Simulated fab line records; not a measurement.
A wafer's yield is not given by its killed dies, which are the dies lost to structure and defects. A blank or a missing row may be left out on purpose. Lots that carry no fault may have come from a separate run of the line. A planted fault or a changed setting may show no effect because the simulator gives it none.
What tool caused it? + flow n5-finfet + 63 wafers from 21 lots sampled at 6 of the route's 1938 steps

WHAT THE GAUGES SHOWED, per wafer
No reading from a measuring or inspecting step in the record can be judged against a usual standard deviation.

WHICH TOOL RAN EACH LOT (tool, then ch and the chambers of the sampled wafers, then the start)
| lot  | N5_BEOL_M0_SAQP_SPACER2_ETCHBACK_27 | N5_BEOL_M0_SAQP_MANDREL2_REMOVE_110 | N5_BEOL_M0_SAQP_DESCUM_45          | N5_BEOL_M0_CUTY_ETCH_63            | N5_BEOL_M0_ANNEAL_135        | N5_BEOL_M1_ETCH_64                 |
|------|-------------------------------------|-------------------------------------|------------------------------------|------------------------------------|------------------------------|------------------------------------|
| L074 | rie-diel-03 ch 0,2,3, day 5 14:10   | rie-si-03 ch 1,2,3, day 5 14:15     | rie-diel-02 ch 0,1,3, day 5 14:50  | rie-diel-04 ch 0,1,3, day 5 16:28  | pvd-sputter-02, day 5 21:16  | rie-diel-03 ch 0,1,3, day 5 23:37  |
| L075 | rie-diel-03 ch 0,2, day 5 17:27     | rie-si-05 ch 0,3, day 5 17:32       | rie-diel-03 ch 1,2, day 5 18:12    | rie-diel-04 ch 1,2,3, day 5 19:40  | pvd-sputter-03, day 5 23:53  | rie-diel-02 ch 1,2,3, day 6 02:33  |
| L076 | rie-diel-03 ch 0,1,3, day 6 00:28   | rie-si-05 ch 0,2,3, day 6 00:34     | rie-diel-06 ch 1,2, day 6 01:13    | rie-diel-01 ch 0,1, day 6 02:41    | pvd-sputter-02, day 6 06:49  | rie-diel-06 ch 0,3, day 6 09:50    |
| L077 | rie-diel-02 ch 1,2,3, day 6 10:47   | rie-si-05 ch 0,1,2, day 6 10:52     | rie-diel-02 ch 0,1,3, day 6 11:25  | rie-diel-04 ch 1,3, day 6 12:46    | pvd-sputter-01, day 6 19:58  | rie-diel-02 ch 1,2,3, day 6 23:44  |
| L078 | rie-diel-02 ch 1,2, day 6 17:17     | rie-si-06 ch 0,1,3, day 6 17:22     | rie-diel-02 ch 0,1,3, day 6 17:55  | rie-diel-05 ch 1,2,3, day 6 19:23  | pvd-sputter-01, day 7 02:02  | rie-diel-02 ch 2,3, day 7 04:01    |
| L079 | rie-diel-03 ch 0,1,2, day 7 01:03   | rie-si-03 ch 0,1,3, day 7 01:08     | rie-diel-06 ch 1,2,3, day 7 01:40  | rie-diel-05 ch 0,1,2, day 7 03:11  | pvd-sputter-01, day 7 09:18  | rie-diel-06 ch 0,1,3, day 7 14:34  |
| L080 | rie-diel-06 ch 0,2, day 7 10:44     | rie-si-05 ch 1,2, day 7 10:49       | rie-diel-06 ch 2,3, day 7 11:22    | rie-diel-01 ch 1,2, day 7 12:50    | pvd-sputter-01, day 7 18:05  | rie-diel-06 ch 0,3, day 7 19:59    |
| L081 | rie-diel-06 ch 0,2, day 7 18:06     | rie-si-06 ch 0,1, day 7 18:11       | rie-diel-02 ch 0,1,2, day 7 19:16  | rie-diel-01 ch 0,1, day 7 20:37    | pvd-sputter-02, day 8 02:42  | rie-diel-06 ch 0,1,2, day 8 05:34  |
| L082 | rie-diel-06 ch 0,1,3, day 7 19:28   | rie-si-05 ch 0,1, day 7 19:34       | rie-diel-02 ch 0,1, day 7 20:06    | rie-diel-01 ch 0,3, day 7 21:38    | pvd-sputter-03, day 8 04:38  | rie-diel-02 ch 1,2,3, day 8 06:40  |
| L083 | rie-diel-02 ch 0,1,3, day 7 22:24   | rie-si-03 ch 0,1,2, day 7 22:29     | rie-diel-03 ch 1,2,3, day 7 23:10  | rie-diel-04 ch 0,2,3, day 8 00:30  | pvd-sputter-02, day 8 03:08  | rie-diel-03 ch 0,1, day 8 05:56    |
| L084 | rie-diel-03 ch 0,1,3, day 8 06:23   | rie-si-05 ch 0,3, day 8 06:28       | rie-diel-06 ch 2,3, day 8 07:08    | rie-diel-04 ch 0,2,3, day 8 08:43  | pvd-sputter-03, day 8 17:47  | rie-diel-02 ch 2,3, day 8 23:22    |
| L085 | rie-diel-06 ch 0,1,2, day 8 07:00   | rie-si-06 ch 0,2,3, day 8 07:05     | rie-diel-06 ch 0,1,2, day 8 07:38  | rie-diel-01 ch 0,1,2, day 8 09:33  | pvd-sputter-02, day 8 14:58  | rie-diel-03 ch 0,2,3, day 8 18:07  |
| L086 | rie-diel-06 ch 0,2,3, day 8 15:23   | rie-si-05 ch 0,2,3, day 8 15:29     | rie-diel-02 ch 0,1,3, day 8 16:02  | rie-diel-01 ch 0,2,3, day 8 17:30  | pvd-sputter-03, day 8 22:40  | rie-diel-02 ch 0,2, day 9 03:15    |
| L089 | rie-diel-03 ch 0,1,3, day 9 06:49   | rie-si-05 ch 2,3, day 9 06:54       | rie-diel-02 ch 0,1, day 9 07:26    | rie-diel-01 ch 1,2,3, day 9 08:58  | pvd-sputter-03, day 9 13:35  | rie-diel-03 ch 0,1,3, day 9 15:53  |
| L090 | rie-diel-03 ch 1,2,3, day 9 13:10   | rie-si-03 ch 0,2, day 9 13:15       | rie-diel-03 ch 0,1,2, day 9 13:56  | rie-diel-01 ch 0,1,2, day 9 15:30  | pvd-sputter-01, day 10 00:05 | rie-diel-06 ch 0,1,2, day 10 02:19 |
| L092 | rie-diel-03 ch 2,3, day 10 05:14    | rie-si-03 ch 0,3, day 10 05:19      | rie-diel-03 ch 0,2,3, day 10 06:00 | rie-diel-04 ch 0,1,3, day 10 07:25 | pvd-sputter-02, day 10 14:50 | rie-diel-03 ch 1,2,3, day 10 19:12 |
| L093 | rie-diel-03 ch 2,3, day 10 08:41    | rie-si-05 ch 0,1,3, day 10 08:46    | rie-diel-02 ch 0,3, day 10 09:21   | rie-diel-04 ch 0,1,2, day 10 10:59 | pvd-sputter-02, day 10 16:24 | rie-diel-06 ch 0,2, day 10 20:20   |
| L094 | rie-diel-03 ch 0,2,3, day 10 19:34  | rie-si-03 ch 0,1,3, day 10 19:40    | rie-diel-02 ch 1,2, day 10 20:29   | rie-diel-01 ch 0,1,2, day 10 21:52 | pvd-sputter-01, day 11 01:31 | rie-diel-02 ch 1,2, day 11 06:26   |
| L095 | rie-diel-06 ch 1,2,3, day 10 23:17  | rie-si-03 ch 1,3, day 10 23:23      | rie-diel-06 ch 0,2, day 11 00:13   | rie-diel-04 ch 1,2,3, day 11 02:05 | pvd-sputter-03, day 11 09:19 | rie-diel-06 ch 0,1,2, day 11 11:59 |
| L096 | rie-diel-02 ch 2,3, day 11 03:52    | rie-si-05 ch 1,2,3, day 11 03:57    | rie-diel-03 ch 0,1,2, day 11 04:29 | rie-diel-01 ch 1,3, day 11 06:35   | pvd-sputter-03, day 11 11:46 | rie-diel-03 ch 1,2,3, day 11 15:16 |
| L097 | rie-diel-02 ch 0,2,3, day 11 13:19  | rie-si-03 ch 0,2,3, day 11 13:25    | rie-diel-06 ch 0,2,3, day 11 14:04 | rie-diel-01 ch 1,3, day 11 15:39   | pvd-sputter-02, day 11 19:12 | rie-diel-06 ch 1,2,3, day 11 22:40 |
- N5_BEOL_M0_SAQP_SPACER2_ETCHBACK_27: etches SiO2 in CHF3/O2, target depth 22.5 nm, time 11.25 s.
- N5_BEOL_M0_SAQP_MANDREL2_REMOVE_110: chemistry HBr/Cl2/O2, target a-Si, stops on SiCN, bt time 10 s.
- N5_BEOL_M0_SAQP_DESCUM_45: chemistry O2, time 7 s.
- N5_BEOL_M0_CUTY_ETCH_63: etches SOC in N2/H2, target depth 82.7 nm, overetch 16.5 nm, time 124 s.
- N5_BEOL_M0_ANNEAL_135: time 60 s.
- N5_BEOL_M1_ETCH_64: etches SOC in N2/H2, target depth 75 nm, overetch 15 nm, time 112.5 s.

WHAT THE TOOLS THEMSELVES READ (means of the sampled wafers that have a number; where no wafer has one, the mark that the record gives instead)
N5_BEOL_M0_SAQP_SPACER2_ETCHBACK_27. Usual: drypump-motor-current-A 5.7 A, standard deviation 0.37; oes-product-au 0.81 a.u., standard deviation 0.085; rf-vpp-V 521 V, standard deviation 10; showerhead-plenum-p-Torr 2.43 Torr, standard deviation 0.09; throttle-valve-pct 18.82 %, standard deviation 0.26.
| lot  | tool        | drypump-motor-current-A (A) | oes-product-au (a.u.) | rf-vpp-V (V) | showerhead-plenum-p-Torr (Torr) | throttle-valve-pct (%) | flag |
|------|-------------|-----------------------------|-----------------------|--------------|---------------------------------|------------------------|------|
| L074 | rie-diel-03 | 5.9                         | 0.90                  | 525          | 2.50                            | 18.58                  |      |
| L075 | rie-diel-03 | 6.2                         | 0.88                  | 527          | 2.49                            | 18.54                  |      |
| L076 | rie-diel-03 | 5.7                         | 0.84                  | 523          | 2.48                            | 18.83                  |      |
| L077 | rie-diel-02 | 5.7                         | 0.78                  | 526          | 2.36                            | 18.82                  |      |
| L078 | rie-diel-02 | 5.6                         | 0.78                  | 519          | 2.28                            | 18.89                  |      |
| L079 | rie-diel-03 | 6.0                         | 0.82                  | 526          | 2.46                            | 18.78                  |      |
| L080 | rie-diel-06 | 5.9                         | 0.85                  | 506          | 2.44                            | 18.59                  |      |
| L081 | rie-diel-06 | 5.9                         | 0.84                  | 507          | 2.44                            | 18.59                  |      |
| L082 | rie-diel-06 | 5.7                         | 0.80                  | 522          | 2.42                            | 18.80                  |      |
| L083 | rie-diel-02 | 5.7                         | 0.74                  | 525          | 2.41                            | 18.91                  |      |
| L084 | rie-diel-03 | 5.7                         | 0.82                  | 522          | 2.48                            | 18.84                  |      |
| L085 | rie-diel-06 | 5.7                         | 0.80                  | 510          | 2.46                            | 18.71                  |      |
| L086 | rie-diel-06 | 5.6                         | 0.87                  | 515          | 2.42                            | 18.66                  |      |
| L089 | rie-diel-03 | 5.7                         | 0.82                  | 523          | 2.48                            | 18.86                  |      |
| L090 | rie-diel-03 | 5.7                         | 0.83                  | 519          | 2.52                            | 18.90                  |      |
| L092 | rie-diel-03 | 5.5                         | 0.89                  | 518          | 2.55                            | 18.74                  |      |
| L093 | rie-diel-03 | 5.9                         | 0.88                  | 522          | 2.53                            | 18.67                  |      |
| L094 | rie-diel-03 | 5.9                         | 0.86                  | 525          | 2.49                            | 18.63                  |      |
| L095 | rie-diel-06 | 5.4                         | 0.80                  | 518          | 2.43                            | 18.81                  |      |
| L096 | rie-diel-02 | 5.8                         | 0.74                  | 528          | 2.40                            | 18.89                  |      |
| L097 | rie-diel-02 | 5.8                         | 0.84                  | 520          | 2.37                            | 18.92                  |      |

N5_BEOL_M0_SAQP_MANDREL2_REMOVE_110. Usual: drypump-motor-current-A 5.8 A, standard deviation 0.44; oes-product-au 1.004 a.u., standard deviation 0.018; throttle-valve-pct 36.8 %, standard deviation 0.4.
| lot  | tool      | drypump-motor-current-A (A) | oes-product-au (a.u.) | throttle-valve-pct (%) | flag |
|------|-----------|-----------------------------|-----------------------|------------------------|------|
| L074 | rie-si-03 | 5.8                         | 1.006                 | 36.7                   |      |
| L075 | rie-si-05 | 6.0                         | 1.000                 | 36.7                   |      |
| L076 | rie-si-05 | 6.0                         | 1.004                 | 36.8                   |      |
| L077 | rie-si-05 | 6.1                         | 1.007                 | 36.7                   |      |
| L078 | rie-si-06 | 5.9                         | 1.017                 | 36.6                   |      |
| L079 | rie-si-03 | 5.5                         | 1.009                 | 36.8                   |      |
| L080 | rie-si-05 | 5.9                         | 0.999                 | 36.9                   |      |
| L081 | rie-si-06 | 5.7                         | 1.028                 | 36.3                   |      |
| L082 | rie-si-05 | 5.8                         | 0.994                 | 36.8                   |      |
| L083 | rie-si-03 | 5.7                         | 0.991                 | 36.6                   |      |
| L084 | rie-si-05 | 6.0                         | 1.014                 | 36.7                   |      |
| L085 | rie-si-06 | 5.7                         | 1.001                 | 37.0                   |      |
| L086 | rie-si-05 | 6.0                         | 1.015                 | 36.8                   |      |
| L089 | rie-si-05 | 6.1                         | 1.008                 | 36.9                   |      |
| L090 | rie-si-03 | 5.5                         | 1.000                 | 36.2                   |      |
| L092 | rie-si-03 | 5.1                         | 1.010                 | 36.6                   |      |
| L093 | rie-si-05 | 5.9                         | 0.993                 | 37.1                   |      |
| L094 | rie-si-03 | 5.6                         | 0.998                 | 36.8                   |      |
| L095 | rie-si-03 | 6.0                         | 1.005                 | 37.0                   |      |
| L096 | rie-si-05 | 5.9                         | 0.993                 | 37.2                   |      |
| L097 | rie-si-03 | 5.3                         | 1.007                 | 36.5                   |      |

N5_BEOL_M0_SAQP_DESCUM_45. Usual: bias-power-w 20.00 W, standard deviation 0.058; drypump-motor-current-A 5.7 A, standard deviation 0.33; oes-product-au 0.79 a.u., standard deviation 0.083; rf-vpp-V 243.3 V, standard deviation 1.6; showerhead-plenum-p-Torr 2.10 Torr, standard deviation 0.081; throttle-valve-pct 20.4 %, standard deviation 0.35.
| lot  | tool        | bias-power-w (W) | drypump-motor-current-A (A) | oes-product-au (a.u.) | rf-vpp-V (V) | showerhead-plenum-p-Torr (Torr) | throttle-valve-pct (%) | flag |
|------|-------------|------------------|-----------------------------|-----------------------|--------------|---------------------------------|------------------------|------|
| L074 | rie-diel-02 | 19.94            | 5.7                         | 0.75                  | 243.6        | 2.11                            | 20.5                   |      |
| L075 | rie-diel-03 | 20.01            | 5.9                         | 0.78                  | 245.5        | 2.19                            | 20.8                   |      |
| L076 | rie-diel-06 | 20.01            | 5.4                         | 0.77                  | 245.0        | 2.14                            | 20.3                   |      |
| L077 | rie-diel-02 | 20.03            | 5.7                         | 0.74                  | 243.6        | 2.10                            | 20.5                   |      |
| L078 | rie-diel-02 | 20.01            | 5.7                         | 0.75                  | 242.6        | 2.10                            | 20.5                   |      |
| L079 | rie-diel-06 | 20.03            | 5.4                         | 0.85                  | 243.6        | 2.10                            | 20.1                   |      |
| L080 | rie-diel-06 | 20.00            | 5.3                         | 0.92                  | 242.8        | 2.05                            | 20.0                   |      |
| L081 | rie-diel-02 | 20.01            | 5.6                         | 0.75                  | 241.3        | 2.01                            | 20.5                   |      |
| L082 | rie-diel-02 | 19.99            | 5.7                         | 0.71                  | 241.7        | 2.06                            | 20.6                   |      |
| L083 | rie-diel-03 | 20.03            | 5.7                         | 0.83                  | 244.5        | 2.19                            | 20.4                   |      |
| L084 | rie-diel-06 | 20.03            | 5.3                         | 0.91                  | 243.2        | 2.05                            | 20.0                   |      |
| L085 | rie-diel-06 | 20.01            | 5.7                         | 0.80                  | 242.9        | 2.13                            | 20.2                   |      |
| L086 | rie-diel-02 | 19.98            | 5.6                         | 0.74                  | 242.1        | 2.10                            | 20.5                   |      |
| L089 | rie-diel-02 | 19.96            | 5.6                         | 0.71                  | 242.3        | 2.06                            | 20.6                   |      |
| L090 | rie-diel-03 | 19.96            | 6.0                         | 0.80                  | 244.7        | 2.17                            | 20.5                   |      |
| L092 | rie-diel-03 | 20.03            | 5.9                         | 0.85                  | 244.8        | 2.17                            | 20.2                   |      |
| L093 | rie-diel-02 | 19.99            | 5.8                         | 0.69                  | 243.3        | 2.12                            | 20.7                   |      |
| L094 | rie-diel-02 | 19.99            | 5.5                         | 0.77                  | 241.2        | 1.99                            | 20.3                   |      |
| L095 | rie-diel-06 | 20.03            | 5.5                         | 0.84                  | 244.4        | 2.11                            | 20.0                   |      |
| L096 | rie-diel-03 | 20.01            | 6.1                         | 0.78                  | 243.5        | 2.16                            | 20.5                   |      |
| L097 | rie-diel-06 | 19.94            | 5.6                         | 0.85                  | 244.0        | 2.08                            | 20.1                   |      |

N5_BEOL_M0_CUTY_ETCH_63. Usual: drypump-motor-current-A 5.6 A, standard deviation 0.5; n2-flow-sccm 200.1 sccm, standard deviation 0.64; oes-product-au 0.64 a.u., standard deviation 0.066; rf-vpp-V 523.8 V, standard deviation 2.1; showerhead-plenum-p-Torr 2.54 Torr, standard deviation 0.08; throttle-valve-pct 17.67 %, standard deviation 0.22.
| lot  | tool        | drypump-motor-current-A (A) | n2-flow-sccm (sccm) | oes-product-au (a.u.) | rf-vpp-V (V) | showerhead-plenum-p-Torr (Torr) | throttle-valve-pct (%) | flag |
|------|-------------|-----------------------------|---------------------|-----------------------|--------------|---------------------------------|------------------------|------|
| L074 | rie-diel-04 | 6.2                         | 200.3               | 0.64                  | 524.8        | 2.58                            | 17.65                  |      |
| L075 | rie-diel-04 | 5.9                         | 200.5               | 0.66                  | 525.2        | 2.60                            | 17.61                  |      |
| L076 | rie-diel-01 | 5.3                         | 201.0               | 0.60                  | 525.2        | 2.59                            | 17.89                  |      |
| L077 | rie-diel-04 | 6.4                         | 200.6               | 0.69                  | 525.8        | 2.62                            | 17.79                  |      |
| L078 | rie-diel-05 | 5.7                         | 200.0               | 0.73                  | 523.1        | 2.51                            | 17.44                  |      |
| L079 | rie-diel-05 | 5.7                         | 200.7               | 0.68                  | 524.3        | 2.53                            | 17.44                  |      |
| L080 | rie-diel-01 | 5.2                         | 200.2               | 0.59                  | 521.2        | 2.50                            | 17.70                  |      |
| L081 | rie-diel-01 | 5.2                         | 199.8               | 0.61                  | 526.7        | 2.64                            | 17.98                  |      |
| L082 | rie-diel-01 | 5.6                         | 199.9               | 0.66                  | 522.6        | 2.51                            | 17.59                  |      |
| L083 | rie-diel-04 | 5.7                         | 199.1               | 0.60                  | 524.1        | 2.55                            | 17.50                  |      |
| L084 | rie-diel-04 | 5.7                         | 199.7               | 0.59                  | 525.6        | 2.55                            | 17.52                  |      |
| L085 | rie-diel-01 | 5.2                         | 199.9               | 0.59                  | 523.7        | 2.54                            | 17.80                  |      |
| L086 | rie-diel-01 | 5.5                         | 200.9               | 0.62                  | 522.8        | 2.47                            | 17.61                  |      |
| L089 | rie-diel-01 | 5.3                         | 199.9               | 0.62                  | 523.0        | 2.53                            | 17.68                  |      |
| L090 | rie-diel-01 | 5.3                         | 199.9               | 0.59                  | 523.7        | 2.54                            | 17.82                  |      |
| L092 | rie-diel-04 | 6.2                         | 200.1               | 0.62                  | 524.2        | 2.56                            | 17.69                  |      |
| L093 | rie-diel-04 | 5.7                         | 200.6               | 0.62                  | 524.0        | 2.54                            | 17.66                  |      |
| L094 | rie-diel-01 | 5.3                         | 200.2               | 0.58                  | 524.2        | 2.53                            | 17.85                  |      |
| L095 | rie-diel-04 | 5.9                         | 200.3               | 0.63                  | 524.5        | 2.58                            | 17.67                  |      |
| L096 | rie-diel-01 | 5.2                         | 199.6               | 0.62                  | 525.1        | 2.62                            | 17.88                  |      |
| L097 | rie-diel-01 | 5.3                         | 199.8               | 0.62                  | 524.8        | 2.61                            | 17.91                  |      |

N5_BEOL_M0_ANNEAL_135. Usual: heater-power-w 830 W, standard deviation 86.
| lot  | tool           | heater-power-w (W) | flag |
|------|----------------|--------------------|------|
| L074 | pvd-sputter-02 | 920                |      |
| L075 | pvd-sputter-03 | 791                |      |
| L076 | pvd-sputter-02 | 857                |      |
| L077 | pvd-sputter-01 | 813                |      |
| L078 | pvd-sputter-01 | 796                |      |
| L079 | pvd-sputter-01 | 832                |      |
| L080 | pvd-sputter-01 | 830                |      |
| L081 | pvd-sputter-02 | 860                |      |
| L082 | pvd-sputter-03 | 788                |      |
| L083 | pvd-sputter-02 | 835                |      |
| L084 | pvd-sputter-03 | 759                |      |
| L085 | pvd-sputter-02 | 920                |      |
| L086 | pvd-sputter-03 | 761                |      |
| L089 | pvd-sputter-03 | 761                |      |
| L090 | pvd-sputter-01 | 818                |      |
| L092 | pvd-sputter-02 | 946                |      |
| L093 | pvd-sputter-02 | 934                |      |
| L094 | pvd-sputter-01 | 825                |      |
| L095 | pvd-sputter-03 | 776                |      |
| L096 | pvd-sputter-03 | 757                |      |
| L097 | pvd-sputter-02 | 848                |      |

N5_BEOL_M1_ETCH_64. Usual: drypump-motor-current-A 5.7 A, standard deviation 0.35; n2-flow-sccm 199.9 sccm, standard deviation 0.6; oes-product-au 0.62 a.u., standard deviation 0.061; rf-vpp-V 524.1 V, standard deviation 2.8; showerhead-plenum-p-Torr 2.55 Torr, standard deviation 0.11; throttle-valve-pct 17.7 %, standard deviation 0.31.
| lot  | tool        | drypump-motor-current-A (A) | n2-flow-sccm (sccm) | oes-product-au (a.u.) | rf-vpp-V (V) | showerhead-plenum-p-Torr (Torr) | throttle-valve-pct (%) | flag |
|------|-------------|-----------------------------|---------------------|-----------------------|--------------|---------------------------------|------------------------|------|
| L074 | rie-diel-03 | 5.7                         | 200.2               | 0.65                  | 526.0        | 2.63                            | 17.8                   |      |
| L075 | rie-diel-02 | 5.6                         | 199.9               | 0.62                  | 522.5        | 2.48                            | 17.7                   |      |
| L076 | rie-diel-06 | 5.7                         | 199.6               | 0.70                  | 524.3        | 2.49                            | 17.4                   |      |
| L077 | rie-diel-02 | 5.7                         | 200.1               | 0.61                  | 520.9        | 2.48                            | 17.7                   |      |
| L078 | rie-diel-02 | 5.7                         | 199.6               | 0.61                  | 520.3        | 2.43                            | 17.7                   |      |
| L079 | rie-diel-06 | 5.7                         | 199.2               | 0.64                  | 524.1        | 2.54                            | 17.5                   |      |
| L080 | rie-diel-06 | 6.0                         | 200.7               | 0.66                  | 524.0        | 2.52                            | 17.4                   |      |
| L081 | rie-diel-06 | 5.6                         | 200.0               | 0.63                  | 524.8        | 2.59                            | 17.5                   |      |
| L082 | rie-diel-02 | 5.7                         | 199.7               | 0.61                  | 521.7        | 2.48                            | 17.7                   |      |
| L083 | rie-diel-03 | 6.0                         | 200.0               | 0.61                  | 525.5        | 2.57                            | 17.7                   |      |
| L084 | rie-diel-02 | 5.8                         | 200.1               | 0.60                  | 523.8        | 2.53                            | 17.7                   |      |
| L085 | rie-diel-03 | 5.9                         | 200.0               | 0.68                  | 526.6        | 2.66                            | 17.7                   |      |
| L086 | rie-diel-02 | 5.7                         | 200.3               | 0.56                  | 521.3        | 2.46                            | 18.1                   |      |
| L089 | rie-diel-03 | 5.7                         | 200.0               | 0.63                  | 526.2        | 2.62                            | 17.8                   |      |
| L090 | rie-diel-06 | 5.7                         | 199.5               | 0.63                  | 525.0        | 2.58                            | 17.5                   |      |
| L092 | rie-diel-03 | 5.8                         | 200.1               | 0.64                  | 527.6        | 2.67                            | 18.0                   |      |
| L093 | rie-diel-06 | 5.5                         | 200.3               | 0.67                  | 524.8        | 2.58                            | 17.4                   |      |
| L094 | rie-diel-02 | 5.5                         | 199.6               | 0.61                  | 519.4        | 2.41                            | 17.7                   |      |
| L095 | rie-diel-06 | 5.7                         | 200.0               | 0.62                  | 524.3        | 2.57                            | 17.6                   |      |
| L096 | rie-diel-03 | 5.8                         | 199.9               | 0.64                  | 527.1        | 2.67                            | 18.0                   |      |
| L097 | rie-diel-06 | 5.4                         | 199.5               | 0.63                  | 523.5        | 2.55                            | 17.6                   |      |

THE ANSWER, worked out from the rows above alone
Rule: a lot is off if the mean of its wafers that have a number lies more than 3 standard deviations from the usual mean. A lot without any number at a reading at which 4 lots or more have one is off too. Any other lot the step has rows for is counted as sound. The gauges are gone through in route order, then the tools' own readings, and for those a lot's mean is taken as printed above. The first step at which some lot is off is used, and at that step the reading that is off furthest; a lot without a number counts as furthest.
No lot is off at any reading shown: from this, nothing can be told.

WHAT THE SIMULATOR HAD INSERTED
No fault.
